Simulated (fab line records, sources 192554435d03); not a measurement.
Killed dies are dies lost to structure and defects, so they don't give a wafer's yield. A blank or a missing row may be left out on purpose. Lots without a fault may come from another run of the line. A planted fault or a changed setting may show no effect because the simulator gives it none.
fab line records | flow n5_finfet
record lots=5 wafers=15 last_day=17
route steps=1938 shown BEOL_M3@969 BEOL_M4@1111 PASSIVATION@1936
lots that met no fault: from a run of the same line without faults
start_h: hours from the record's first day to the start of the lot's first wafer shown | wait_h: hours since the lot's step before | " the same as in the row above | L1.1+2: a row that stands for several wafers | - no value, or no start given | * or withheld: withheld | < > ~ a bound
route shown NAME@n: a module of which the file shows steps, and the number in the route of the first | usual: mean/standard deviation of fault-free wafers | same: alike in all rows | chamber/n: place in a boat | sites: the reading at each site | _std_site: their standard deviation | _edge_site: outer sites' mean less inner sites' | radius_mm: how far each site lies from the wafer's centre | mask NAME#n: copy n | behind: the tool/chamber that last shaped the wafer | hold: why the lot was held/for how many hours/how that ended | device: the transistor (n, p or np) that didn't switch | end of line: the same wafers' tests at the end of the route | a step without rows: its recipe alone | killed: dies lost to structure and defects at the first sort, not the wafer's yield | map: a wafer's dies, x killed, . not, _ none there
set.NAME: the setting as run; set.NAME@STEP: as run at that earlier step | model.NAME: the simulator's own value behind a step, which no gauge read
lots at some steps of the route; a table a step, a row a wafer
services: from which hour (start_h, from the record's first day; less than 0 if before it) a tool's chamber was out of use, for how many hours, and why
## steps
# step N5_BEOL_M3_DESCUM_33
# recipe chemistry=O2 time_s=7 source_power_w=50 bias_power_w=20 pressure_mtorr=20 rf_frequency_hz=2.712e+07 temp_c=40 resist=CAR-EUV o2_flow_sccm=225
# step N5_BEOL_M3_ETCH_77
# recipe chemistry=N2/H2 target=underlayer target_depth_a=65 mask_material=CAR-EUV time_s=5.2 ion_energy_ev=200 pressure_mtorr=30 source_w=840 bias_w=150 n2_flow_sccm=200 h2_flow_sccm=200 ends=cleared
# step N5_BEOL_M3_ETCH_69
# recipe chemistry=CF4 target=SiARC target_depth_a=156 mask_material=CAR-EUV time_s=26 ion_energy_ev=80 pressure_mtorr=40 source_w=545 bias_w=36 Ar_flow_sccm=100 cf4_flow_sccm=100 ends=cleared
# step N5_BEOL_M3_ALD_98
# recipe material=SiO2 target_thk_a=25 temp_c=100 ald_precursor_family=BDEAS ald_co_reactant=O2-plasma pulse_time_s=1 co_reactant_pulse_time_s=1 purge_time_s=2 co_reactant_purge_time_s=2 ald_cycles=17 pressure_torr=2
# step N5_BEOL_M3_ETCHBACK_99
# recipe chemistry=CHF3 target=SiO2 target_depth_a=50 time_s=10.4 source_w=215 bias_w=47 Ar_flow_sccm=200 CHF3_flow_sccm=12 ion_energy_ev=100 pressure_mtorr=30
# step N5_BEOL_M3_ETCH_70
# recipe chemistry=N2/H2 target=SOC target_depth_a=800 overetch_a=160 mask_material=SiARC temp_c=40 time_s=120 ion_energy_ev=200 pressure_mtorr=30 source_w=840 bias_w=150 n2_flow_sccm=200 h2_flow_sccm=200
# step N5_BEOL_M3_STRIP_71
# recipe chemistry=N2/H2 temp_c=40 n2_flow_sccm=200 h2_flow_sccm=200 rf_frequency_hz=6e+07
# step N5_BEOL_M3_STRIP_78
# recipe chemistry=N2/H2 temp_c=40 n2_flow_sccm=200 h2_flow_sccm=200 rf_frequency_hz=6e+07
# step N5_BEOL_M3_VIA_ETCH_34
# recipe chemistry=C4F6/O2 target_depth_a=694 mask_material=SOC pressure_mtorr=15 ion_energy_ev=250 taper_deg=4 time_s=65.9 source_w=350 bias_w=170 Ar_flow_sccm=300 C4F6_flow_sccm=10 O2_flow_sccm=10
# step N5_BEOL_M3_STRIP_83
# recipe chemistry=C4F6/O2 resist=SiARC rf_frequency_hz=6e+07
# step N5_BEOL_M3_STRIP_36
# recipe chemistry=N2/H2 power_w=450 temp_c=40 pressure_mtorr=20 rf_frequency_hz=6e+07 overash_fraction=0.3 bias_power_w=7 h2_frac=0.5 n2_flow_sccm=200 h2_flow_sccm=200
# usual bias_power_w=7.001/0.022 chamber_pressure_mTorr=20.00/0.031 drypump_motor_current_A=5.9/0.38 h2_flow_sccm=200.1/0.6 oes_product_au=0.78/0.097 rf_vpp_V=59.3/1.4 showerhead_plenum_p_Torr=2.56/0.074 throttle_valve_pct=23.6/0.33
# columns lot.wafer tool chamber start_h wait_h bias_power_w chamber_pressure_mTorr drypump_motor_current_A h2_flow_sccm oes_product_au rf_hours_counter_h rf_vpp_V showerhead_plenum_p_Torr throttle_valve_pct model.SOC_of_BEOL_M3_COAT_67.thk_nm model.SiO2_of_BEOL_M3_ALD_98.thk_nm
L572.2 rie_diel-03 1 204.63 0.0 - - - - - - - - - 52.6 2.4
L572.3 " 2 " " - - - - - - - - - 51.6 2.4
L572.4 " 0 " " - - - - - - - - - 52 2.6
L573.2 rie_diel-04 0 204.67 0.0 - - - - - - - - - 52.4 2.4
L573.5 " 1 " " - - - - - - - - - 52.2 2.4
L573.6 " 2 " " - - - - - - - - - 51.8 2.6
L574.2 rie_diel-03 0 216.47 0.0 - - - - - - - - - 51.8 2.6
L574.4 " 2 " " - - - - - - - - - 51.4 2.4
L574.5 " 2 " " - - - - - - - - - 51.4 2.4
L582.1 rie_diel-03 2 263.74 0.0 6.955 20.02 5.7 200.0 0.81 96 61.3 2.45 23.3 0 0
L582.2 " 3 " " 6.978 19.98 6.3 200.2 0.90 23 60.9 2.59 23.1 0 0
L582.3 " 1 " " 6.992 20.07 5.8 200.2 0.68 224 58.1 2.62 23.9 0 0
L583.1 rie_diel-06 1 267.50 0.0 7.029 19.98 5.3 200.1 0.74 167 60.8 2.53 24.0 0 0
L583.3 " 2 " " 7.017 20.01 5.5 200.7 0.78 106 59.5 2.45 23.5 0 0
L583.6 " 0 " " 7.020 20.02 5.5 200.0 0.69 - 61.1 2.50 23.9 0 0
# step N5_BEOL_M3_TRENCH_ETCH_37
# recipe chemistry=C4F6/O2 target_depth_a=555.55 target=SiOC time_s=29.2 ion_energy_ev=250 pressure_mtorr=30 source_w=355 bias_w=185 Ar_flow_sccm=300 C4F6_flow_sccm=10 O2_flow_sccm=10
# step N5_BEOL_M3_ETCH_41
# recipe chemistry=CH3F/O2 target=SiCN target_depth_a=299 taper_deg=2 time_s=52.5 ion_energy_ev=120 mask_material=TiN pressure_mtorr=30 source_w=395 bias_w=75 Ar_flow_sccm=150 CH3F_flow_sccm=30 O2_flow_sccm=20
# usual drypump_motor_current_A=5.9/0.38 oes_product_au=0.78/0.096 rf_vpp_V=297.7/1.5 showerhead_plenum_p_Torr=2.02/0.056 throttle_valve_pct=16.4/0.3
# columns lot.wafer tool chamber start_h wait_h drypump_motor_current_A oes_product_au rf_hours_counter_h rf_vpp_V showerhead_plenum_p_Torr throttle_valve_pct model.SOC_of_BEOL_M3_COAT_67.thk_nm
L572.2 rie_diel-03 1 204.70 0.0 5.7 0.67 208 298.3 2.06 16.5 36.8
L572.3 " 2 " " 5.7 0.82 79 296.8 1.96 16.2 34.6
L572.4 " 0 " " 6.2 0.68 245 298.4 2.05 16.7 35.8
L573.2 rie_diel-04 0 204.74 0.0 6.1 0.84 75 299.4 2.02 15.8 36.2
L573.5 " 1 " " 6.3 0.74 - 298.8 2.10 16.4 36
L573.6 " 2 " " 6.4 0.68 - 296.9 2.05 16.7 35.2
L574.2 rie_diel-03 0 216.54 0.0 6.2 0.68 248 299.7 2.05 16.7 35.8
L574.4 " 2 " " 5.7 0.81 82 297.0 1.96 16.2 34.6
L574.5 " 2 " " 5.7 0.81 - 294.5 1.96 16.2 34.6
L582.1 rie_diel-03 2 - - 5.7 0.80 96 296.1 1.95 16.3 0
L582.2 " 3 " " 6.3 0.88 23 296.2 2.04 15.9 0
L582.3 " 1 " " 5.8 0.66 224 298.3 2.06 16.5 0
L583.1 rie_diel-06 1 - - 5.3 0.72 167 299.2 2.01 16.5 0
L583.3 " 2 " " 5.4 0.80 106 296.0 1.93 16.3 0
L583.6 " 0 " " 5.4 0.70 - 297.0 1.98 16.8 0
# step N5_BEOL_M3_STRIP_97
# recipe chemistry=N2/H2 time_s=10 power_w=450 temp_c=40 pressure_mtorr=20 rf_frequency_hz=6e+07 bias_power_w=7 n2_flow_sccm=200 h2_flow_sccm=200
# step N5_BEOL_M4_RC_MEAS_101
# usual DIBL_N=36.3/1.8 DIBL_P=36.5/2.1 IOFF_N=0.16/0.031 IOFF_P=0.22/0.038 ION_N=677/12 ION_P=466/7.8 SS_N=71.5/0.61 SS_P=73.2/0.7 VT_N=249/3 VT_P=-248.9/3
# columns lot.wafer tool chamber start_h wait_h DIBL_N[mV/V] DIBL_P[mV/V] IOFF_N[nA/um] IOFF_P[nA/um] ION_N[uA/um] ION_P[uA/um] SS_N[mV/dec] SS_P[mV/dec] VT_N[mV] VT_P[mV]
L582.1 prober-02 0 281.12 0.0 34.7 34.4 0.14 0.19 663 455 70.9 72.5 252 -250.7
L582.2 " 0 " " 34.6 35.3 0.15 0.20 673 465 71.3 72.4 249 -251.3
L582.3 " 0 " " 35.9 36.2 0.16 0.21 670 459 71.9 72.8 251 -249.7
L583.1 prober-01 0 284.31 0.0 34.4 34.3 0.12 0.17 670 462 70.5 73.1 252 -252.8
L583.3 " 0 " " 35.2 34.1 0.13 0.16 652 453 71.4 72.8 254 -252.9
L583.6 " 0 " " 35.4 34.5 0.12 0.17 648 450 72.2 73.5 254 -254.7
# step N5_PASSIVATION_PROBE_49
# usual defect_limited_yield=91.2/1.5 killed_at_M0_to_M3=33/9.6 killed_at_M4_up=14/5.6 killed_at_contacts=14/5.5 killed_at_front_end=40/13 killed_at_other=4/3 killed_dies=104/17 killed_on_rim=14/4.3 killed_open=68/13 killed_short=33/7.2 sort_bin_5_function=5.2/0.95 sort_bin_6_memory=3.3/0.62 sort_n_pass=1076/17 sort_yield_pct=91.2/1.5
# same gross_dies=1180 killed_at_back_side=0 sort_bin_4_leakage[%]=0 sort_bin_8_speed[%]=0
# columns lot.wafer tool chamber start_h wait_h defect_limited_yield[%] killed_at_M0_to_M3 killed_at_M4_up killed_at_contacts killed_at_front_end killed_at_other killed_dies killed_on_rim killed_open killed_short sort_bin_5_function[%] sort_bin_6_memory[%] sort_n_pass sort_yield_pct[%]
L572.2 prober-02 - 331.95 0.1 0 1096 20 12 51 1 1180 152 69 38 96.2 3.4 0 0
L572.3 prober-02 - 332.00 0.1 0 1113 26 11 29 1 1180 152 69 31 97.0 2.9 0 0
L572.4 prober-02 - 332.05 0.2 0 1122 8 13 37 0 1180 152 64 36 96.4 3.2 0 0
L574.2 prober-02 - 341.97 0.1 0 1115 12 15 38 0 1180 152 68 27 96.4 3.2 0 0
L574.4 prober-02 - 342.07 0.2 0 1106 11 15 45 3 1180 152 84 31 96.2 3.6 0 0
L574.5 prober-02 - 342.12 0.2 0 1086 14 14 61 5 1180 152 87 44 95.9 3.6 0 0
L573.2 prober-02 - 347.20 0.3 0 1085 17 27 46 5 1180 152 75 35 96.2 3.8 0 0
L573.5 prober-02 - 347.35 0.4 0 1115 10 16 33 6 1180 152 65 32 96.8 2.9 0 0
L573.6 prober-02 - 347.40 0.5 0 1104 13 19 40 4 1180 152 73 33 96.4 2.9 0 0
L582.1 prober-01 - 393.84 0.0 90.3 48 24 13 28 2 115 13 64 42 5.4 3.6 1065 90.3
L582.2 prober-01 - 393.89 0.1 91.5 43 16 9 32 0 100 15 71 29 4.9 3.4 1080 91.5
# killed by level:class
L572.2 BEOL_M3:area_etch=1071 FIN_SAQP:geometric_particle:short=15 MOL_CONTACT_COAG:geometric_particle:open=11 STI_FIN_REVEAL:geometric_particle:open=8 BEOL_M1:geometric_particle:open=7 GATE_CUT:geometric_particle:short=5 BEOL_M2:geometric_particle:open=5 BEOL_M5:geometric_particle:open=5
L572.3 BEOL_M3:area_etch=1079 BEOL_M2:geometric_particle:open=16 MOL_CONTACT_COAG:geometric_particle:open=10 FIN_SAQP:geometric_particle:short=7 BEOL_M4:geometric_particle:open=7 BEOL_M4:geometric_particle:short=5 BEOL_M5:geometric_particle:open=5 ILD0:geometric_particle:open=4
L572.4 BEOL_M3:area_etch=1079 BEOL_M0_SAQP:geometric_particle:open=10 MOL_CONTACT_COAG:geometric_particle:open=9 BEOL_M0_SAQP:geometric_particle:short=9 FIN_SAQP:geometric_particle:open=7 STI_FIN_REVEAL:geometric_particle:open=7 BEOL_M2:geometric_particle:open=6 BEOL_M3:geometric_particle:open=6
L574.2 BEOL_M3:area_etch=1085 MOL_CONTACT_COAG:geometric_particle:open=14 BEOL_M0_SAQP:geometric_particle:open=13 FIN_SAQP:geometric_particle:open=12 FIN_SAQP:geometric_particle:short=8 BEOL_M0_SAQP:geometric_particle:short=7 BEOL_M1:geometric_particle:open=7 DUMMY_GATE:geometric_particle:open=5
L574.4 BEOL_M3:area_etch=1065 DUMMY_GATE:geometric_particle:open=17 FIN_SAQP:geometric_particle:open=15 MOL_CONTACT_COAG:geometric_particle:open=13 BEOL_M1:geometric_particle:open=10 BEOL_M0_SAQP:geometric_particle:short=9 BEOL_M0_SAQP:geometric_particle:open=9 FIN_SAQP:geometric_particle:short=7
L574.5 BEOL_M3:area_etch=1049 FIN_SAQP:geometric_particle:open=24 FIN_SAQP:geometric_particle:short=15 MOL_CONTACT_COAG:geometric_particle:open=13 BEOL_M0_SAQP:geometric_particle:short=9 BEOL_M0_SAQP:geometric_particle:open=9 BEOL_M1:geometric_particle:open=7 BEOL_M4:geometric_particle:open=6
L573.2 BEOL_M3:area_etch=1070 MOL_CONTACT_COAG:geometric_particle:open=20 FIN_SAQP:geometric_particle:open=17 FIN_SAQP:geometric_particle:short=12 STI_FIN_REVEAL:geometric_particle:open=7 MOL_CONTACT_COAG:geometric_particle:short=7 BEOL_M3:geometric_particle:open=6 BEOL_M4:geometric_particle:open=6
L573.5 BEOL_M3:area_etch=1082 MOL_CONTACT_COAG:geometric_particle:open=12 BEOL_M3:geometric_particle:open=10 BEOL_M0_SAQP:geometric_particle:open=9 FIN_SAQP:geometric_particle:open=7 BEOL_M0_SAQP:geometric_particle:short=6 ILD0:geometric_particle:open=4 GATE_CUT:geometric_particle:short=4
L573.6 BEOL_M3:area_etch=1074 MOL_CONTACT_COAG:geometric_particle:open=14 BEOL_M0_SAQP:geometric_particle:open=9 FIN_SAQP:geometric_particle:short=7 FIN_SAQP:geometric_particle:open=6 BEOL_M1:geometric_particle:open=6 ILD0:geometric_particle:open=5 MOL_CONTACT_COAG:geometric_particle:short=5
L582.1 MOL_CONTACT_COAG:geometric_particle:open=11 BEOL_M0_SAQP:geometric_particle:open=10 BEOL_M0_SAQP:geometric_particle:short=10 BEOL_M4:geometric_particle:open=9 BEOL_M1:geometric_particle:short=8 BEOL_M2:geometric_particle:open=7 BEOL_M5:geometric_particle:open=6 HKMG_FIN:area_etch=5
L582.2 BEOL_M0_SAQP:geometric_particle:open=12 BEOL_M4:geometric_particle:open=11 BEOL_M2:geometric_particle:open=9 MOL_CONTACT_COAG:geometric_particle:open=8 BEOL_M0_SAQP:geometric_particle:short=7 BEOL_M3:geometric_particle:open=6 FIN_SAQP:geometric_particle:short=5 STI_FIN_REVEAL:geometric_particle:open=5
# map L572.2 (x killed, . not)
_________________xxxxxxxxxxxx________________
______________xxxxxxxxxxxxxxxxxx_____________
___________xxxxxxxxxxxxxxxxxxxxxxxx__________
__________xxxxxxxxxxxxxxxxxxxxxxxxxx_________
________xxxxxxxxxxxxxxxxxxxxxxxxxxxxxx_______
_______xxxxxxxxxxxxxxxxxxxxxxxxxxxxxxxx______
______xxxxxxxxxxxxxxxxxxxxxxxxxxxxxxxxxx_____
_____xxxxxxxxxxxxxxxxxxxxxxxxxxxxxxxxxxxx____
____xxxxxxxxxxxxxxxxxxxxxxxxxxxxxxxxxxxxxx___
___xxxxxxxxxxxxxxxxxxxxxxxxxxxxxxxxxxxxxxxx__
___xxxxxxxxxxxxxxxxxxxxxxxxxxxxxxxxxxxxxxxx__
__xxxxxxxxxxxxxxxxxxxxxxxxxxxxxxxxxxxxxxxxxx_
__xxxxxxxxxxxxxxxxxxxxxxxxxxxxxxxxxxxxxxxxxx_
_xxxxxxxxxxxxxxxxxxxxxxxxxxxxxxxxxxxxxxxxxxxx
_xxxxxxxxxxxxxxxxxxxxxxxxxxxxxxxxxxxxxxxxxxxx
_xxxxxxxxxxxxxxxxxxxxxxxxxxxxxxxxxxxxxxxxxxxx
_xxxxxxxxxxxxxxxxxxxxxxxxxxxxxxxxxxxxxxxxxxxx
_xxxxxxxxxxxxxxxxxxxxxxxxxxxxxxxxxxxxxxxxxxxx
_xxxxxxxxxxxxxxxxxxxxxxxxxxxxxxxxxxxxxxxxxxxx
_xxxxxxxxxxxxxxxxxxxxxxxxxxxxxxxxxxxxxxxxxxxx
_xxxxxxxxxxxxxxxxxxxxxxxxxxxxxxxxxxxxxxxxxxxx
__xxxxxxxxxxxxxxxxxxxxxxxxxxxxxxxxxxxxxxxxxx_
__xxxxxxxxxxxxxxxxxxxxxxxxxxxxxxxxxxxxxxxxxx_
___xxxxxxxxxxxxxxxxxxxxxxxxxxxxxxxxxxxxxxxx__
___xxxxxxxxxxxxxxxxxxxxxxxxxxxxxxxxxxxxxxxx__
____xxxxxxxxxxxxxxxxxxxxxxxxxxxxxxxxxxxxxx___
_____xxxxxxxxxxxxxxxxxxxxxxxxxxxxxxxxxxxx____
______xxxxxxxxxxxxxxxxxxxxxxxxxxxxxxxxxx_____
_______xxxxxxxxxxxxxxxxxxxxxxxxxxxxxxxx______
________xxxxxxxxxxxxxxxxxxxxxxxxxxxxxx_______
__________xxxxxxxxxxxxxxxxxxxxxxxxxx_________
___________xxxxxxxxxxxxxxxxxxxxxxxx__________
______________xxxxxxxxxxxxxxxxxx_____________
_________________xxxxxxxxxxxx________________
# map L573.2 (x killed, . not)
_________________xxxxxxxxxxxx________________
______________xxxxxxxxxxxxxxxxxx_____________
___________xxxxxxxxxxxxxxxxxxxxxxxx__________
__________xxxxxxxxxxxxxxxxxxxxxxxxxx_________
________xxxxxxxxxxxxxxxxxxxxxxxxxxxxxx_______
_______xxxxxxxxxxxxxxxxxxxxxxxxxxxxxxxx______
______xxxxxxxxxxxxxxxxxxxxxxxxxxxxxxxxxx_____
_____xxxxxxxxxxxxxxxxxxxxxxxxxxxxxxxxxxxx____
____xxxxxxxxxxxxxxxxxxxxxxxxxxxxxxxxxxxxxx___
___xxxxxxxxxxxxxxxxxxxxxxxxxxxxxxxxxxxxxxxx__
___xxxxxxxxxxxxxxxxxxxxxxxxxxxxxxxxxxxxxxxx__
__xxxxxxxxxxxxxxxxxxxxxxxxxxxxxxxxxxxxxxxxxx_
__xxxxxxxxxxxxxxxxxxxxxxxxxxxxxxxxxxxxxxxxxx_
_xxxxxxxxxxxxxxxxxxxxxxxxxxxxxxxxxxxxxxxxxxxx
_xxxxxxxxxxxxxxxxxxxxxxxxxxxxxxxxxxxxxxxxxxxx
_xxxxxxxxxxxxxxxxxxxxxxxxxxxxxxxxxxxxxxxxxxxx
_xxxxxxxxxxxxxxxxxxxxxxxxxxxxxxxxxxxxxxxxxxxx
_xxxxxxxxxxxxxxxxxxxxxxxxxxxxxxxxxxxxxxxxxxxx
_xxxxxxxxxxxxxxxxxxxxxxxxxxxxxxxxxxxxxxxxxxxx
_xxxxxxxxxxxxxxxxxxxxxxxxxxxxxxxxxxxxxxxxxxxx
_xxxxxxxxxxxxxxxxxxxxxxxxxxxxxxxxxxxxxxxxxxxx
__xxxxxxxxxxxxxxxxxxxxxxxxxxxxxxxxxxxxxxxxxx_
__xxxxxxxxxxxxxxxxxxxxxxxxxxxxxxxxxxxxxxxxxx_
___xxxxxxxxxxxxxxxxxxxxxxxxxxxxxxxxxxxxxxxx__
___xxxxxxxxxxxxxxxxxxxxxxxxxxxxxxxxxxxxxxxx__
____xxxxxxxxxxxxxxxxxxxxxxxxxxxxxxxxxxxxxx___
_____xxxxxxxxxxxxxxxxxxxxxxxxxxxxxxxxxxxx____
______xxxxxxxxxxxxxxxxxxxxxxxxxxxxxxxxxx_____
_______xxxxxxxxxxxxxxxxxxxxxxxxxxxxxxxx______
________xxxxxxxxxxxxxxxxxxxxxxxxxxxxxx_______
__________xxxxxxxxxxxxxxxxxxxxxxxxxx_________
___________xxxxxxxxxxxxxxxxxxxxxxxx__________
______________xxxxxxxxxxxxxxxxxx_____________
_________________xxxxxxxxxxxx________________
## services
# columns tool chamber start_h hours kind
rie_diel-06 0 211.47 8.5 repair
rie_diel-03 0 224.48 - clean
rie_diel-03 0 224.48 - consumable_replace:focus_ring
rie_diel-03 0 224.48 20.7 scheduled_down
rie_diel-03 0 224.48 20.7 vent_cycle
rie_diel-04 2 234.06 - clean
rie_diel-04 2 234.06 - consumable_replace:focus_ring
rie_diel-04 2 234.06 14.5 scheduled_down
rie_diel-04 2 234.06 14.5 vent_cycle
## key
first_sign step=N5_BEOL_M3_STRIP_36 reading=tool_record direction=missing
effect step=N5_PASSIVATION_PROBE_49 reading=killed_at_M0_to_M3 direction=up sigmas=99+ usual=33 struck=1105
model_effect step=N5_BEOL_M3_STRIP_36 value=SOC_of_BEOL_M3_COAT_67.thk_nm without=0 struck=51.91
model_effect step=N5_BEOL_M3_ETCH_41 value=SOC_of_BEOL_M3_COAT_67.thk_nm without=0 struck=35.51
more_kills_born_at N5_BEOL_M3_ETCH_41@rie_diel-03=6428 N5_BEOL_M3_ETCH_41@rie_diel-04=3226
met_at N5_BEOL_M3_STRIP_36
struck_wafers L572.2,L572.3,L572.4,L573.2,L573.5,L573.6,L574.2,L574.4,L574.5
later_rows_left_out L572.2,L572.3,L572.4,L573.2,L573.5,L573.6,L574.2,L574.4,L574.5
fault kind=skipped_step_whole tool=rie_diel-03,rie_diel-04 chamber=- onset_h=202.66 steps=N5_BEOL_M3_STRIP_36 scope=struck_lots_only
# later_rows_left_out: the simulator's readings of these wafers behind a module that went badly wrong aren't trusted and aren't shown, but for the sort
